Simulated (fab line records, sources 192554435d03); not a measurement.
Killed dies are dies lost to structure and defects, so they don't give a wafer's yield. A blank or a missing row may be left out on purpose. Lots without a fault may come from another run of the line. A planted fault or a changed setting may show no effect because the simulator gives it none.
Chamber matching | flow n5_finfet | N5_HKMG_FIN_ETCH_32 on rie_diel-01: 4 sister chambers
The step etches SOC in N2/H2, target depth 240 nm, time 300 s. 4 wafers are shown with their chamber, then 9 later ones without.

WAFERS WITH THEIR CHAMBER
wafer  | chamber | showerhead_plenum_p_Torr (Torr)
L082.3 | 0       | 2.48
L087.6 | 3       | 2.51
L088.5 | 2       | 2.55
L088.6 | 1       | 2.69

WAFERS WITHOUT THEIR CHAMBER
wafer  | showerhead_plenum_p_Torr (Torr)
L089.1 | 2.47
L089.2 | 2.51
L089.4 | 2.55
L096.1 | 2.54
L096.2 | 2.46
L096.5 | 2.46
L097.4 | 2.50
L097.5 | 2.67
L097.6 | 2.46

WHICH CHAMBER EACH WENT THROUGH
wafer  | from the rows above     | in truth
L089.1 | 0                       | 0
L089.2 | 3                       | 3
L089.4 | 2                       | 2
L096.1 | can't be placed: 2 or 3 | 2
L096.2 | 0                       | 0
L096.5 | 0                       | 0
L097.4 | can't be placed: 3 or 0 | 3
L097.5 | 1                       | 1
L097.6 | 0                       | 0
Placed correctly: 7 of 9. Can't be placed from these rows: 2 (the true chamber is among the candidates in 2). Placed wrongly: 0.
How it was worked out, from the rows above alone: a wafer's distance from a chamber is the root of the sum, over the readings, of the square of ((its reading less the chamber's mean) divided by the reading's scatter). The wafer belongs to the nearest chamber; if the next one is less than 2 further off, it can't be placed. A chamber's mean is the mean of its shown wafers. The scatter: with one shown wafer a chamber, the root of the mean of the squares of how far each hidden wafer lies from its nearest shown one.
